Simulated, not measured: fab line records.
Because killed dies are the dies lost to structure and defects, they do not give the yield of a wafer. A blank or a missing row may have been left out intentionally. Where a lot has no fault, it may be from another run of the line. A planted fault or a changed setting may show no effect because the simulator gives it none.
Chamber matching + flow n5-finfet + rie-si-02 running N5_ZERO_LAYER_ETCH_18: 4 sister chambers
The step etches Si in HBr/Cl2, target depth 120 nm, time 40 s. 16 wafers are shown with their chamber, then 8 later ones without.

== EACH WAFER AND ITS CHAMBER ==
| wafer  | chamber | drypump-motor-current-A (A) | throttle-valve-pct (%) | oes-product-au (a.u.) |
|--------|---------|-----------------------------|------------------------|-----------------------|
| L074.1 | 0       | 6.2                         | 36.0                   | 0.994                 |
| L074.3 | 2       | 5.5                         | 36.5                   | 0.990                 |
| L074.6 | 0       | 6.2                         | 36.0                   | 0.985                 |
| L076.4 | 2       | 5.4                         | 36.6                   | 0.987                 |
| L076.5 | 1       | 6.0                         | 35.9                   | 0.978                 |
| L076.6 | 0       | 6.2                         | 36.0                   | 0.996                 |
| L084.2 | 1       | 6.0                         | 35.9                   | 0.977                 |
| L084.3 | 3       | 5.6                         | 36.0                   | 0.991                 |
| L084.5 | 1       | 6.0                         | 35.9                   | 0.988                 |
| L085.1 | 0       | 6.2                         | 36.0                   | 0.992                 |
| L085.4 | 3       | 5.6                         | 36.0                   | 0.990                 |
| L085.5 | 3       | 5.6                         | 35.9                   | 0.990                 |
| L086.2 | 1       | 6.0                         | 35.9                   | 0.982                 |
| L086.3 | 0       | 6.2                         | 36.0                   | 0.991                 |
| L086.6 | 0       | 6.2                         | 36.0                   | 0.996                 |
| L087.1 | 2       | 5.4                         | 36.6                   | 0.989                 |

SIGNATURES, as means of the wafers listed above
| reading                 | chamber 0 | chamber 1 | chamber 2 | chamber 3 | scatter within a chamber |
|-------------------------|-----------|-----------|-----------|-----------|--------------------------|
| drypump-motor-current-A | 6.200     | 6.000     | 5.433     | 5.600     | 0.0236                   |
| throttle-valve-pct      | 36.000    | 35.900    | 36.567    | 35.967    | 0.0333                   |
| oes-product-au          | 0.99233   | 0.98125   | 0.98867   | 0.99033   | 0.00371                  |
Rule: a wafer's distance from a chamber is the root of the sum, over the readings, of the square of ((its reading less the chamber's mean) divided by the reading's scatter). The wafer belongs to the nearest chamber; if the next one is less than 2 further off, it can't be placed. The scatter is the square root of a quotient: the sum, over the shown wafers, of each reading's squared deviation from its chamber's mean, divided by wafers minus chambers.

== WAFERS WITH NO CHAMBER GIVEN ==
| wafer  | drypump-motor-current-A (A) | throttle-valve-pct (%) | oes-product-au (a.u.) |
|--------|-----------------------------|------------------------|-----------------------|
| L087.5 | 6.0                         | 35.9                   | 0.984                 |
| L087.6 | 5.4                         | 36.6                   | 0.990                 |
| L090.4 | 5.9                         | 35.9                   | 0.975                 |
| L090.5 | 6.2                         | 36.0                   | 0.981                 |
| L090.6 | 6.0                         | 35.9                   | 0.974                 |
| L095.2 | 5.4                         | 36.5                   | 1.003                 |
| L095.5 | 5.4                         | 36.5                   | 0.999                 |
| L095.6 | 5.6                         | 36.0                   | 0.998                 |

== THE CHAMBER EACH PASSED THROUGH ==
| wafer  | from the rows above | in truth |
|--------|---------------------|----------|
| L087.5 | 1                   | 1        |
| L087.6 | 2                   | 2        |
| L090.4 | 1                   | 1        |
| L090.5 | 0                   | 0        |
| L090.6 | 1                   | 1        |
| L095.2 | 2                   | 2        |
| L095.5 | 2                   | 2        |
| L095.6 | 3                   | 3        |
Placed correctly: 8 of 8. Left unplaced by these rows: 0. Wrongly placed: 0.
